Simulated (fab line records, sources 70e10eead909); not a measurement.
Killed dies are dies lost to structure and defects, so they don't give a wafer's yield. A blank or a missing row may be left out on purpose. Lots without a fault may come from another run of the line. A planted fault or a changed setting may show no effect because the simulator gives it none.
Chamber matching | flow nand_harc | NHARC_P_CONTACT_ALD_22 on ald_metal-02: 4 sister chambers
The step deposits TiN, target thk 3 nm, pulse time 1 s, ald cycles 150. 4 wafers are shown with their chamber, then 7 later ones without.

WAFERS WITH THEIR CHAMBER
wafer  | chamber | heater_power_w (W)
L828.6 | 3       | 1036
L834.4 | 0       | 1113
L836.1 | 2       | 1189
L836.2 | 1       | 1153

WAFERS WITHOUT THEIR CHAMBER
wafer  | heater_power_w (W)
L836.6 | 1196
L842.1 | 1116
L842.2 | 1114
L842.5 | 1141
L844.2 | 1066
L844.4 | 1194
L844.6 | 1098

WHICH CHAMBER EACH WENT THROUGH
wafer  | from the rows above     | in truth
L836.6 | 2                       | 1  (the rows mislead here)
L842.1 | 0                       | 0
L842.2 | 0                       | 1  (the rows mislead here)
L842.5 | can't be placed: 1 or 0 | 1
L844.2 | can't be placed: 3 or 0 | 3
L844.4 | 2                       | 2
L844.6 | 0                       | 0
Placed correctly: 3 of 7. Can't be placed from these rows: 2 (the true chamber is among the candidates in 2). Placed wrongly: 2.
How it was worked out, from the rows above alone: a wafer's distance from a chamber is the root of the sum, over the readings, of the square of ((its reading less the chamber's mean) divided by the reading's scatter). The wafer belongs to the nearest chamber; if the next one is less than 2 further off, it can't be placed. A chamber's mean is the mean of its shown wafers. The scatter: with one shown wafer a chamber, the root of the mean of the squares of how far each hidden wafer lies from its nearest shown one.
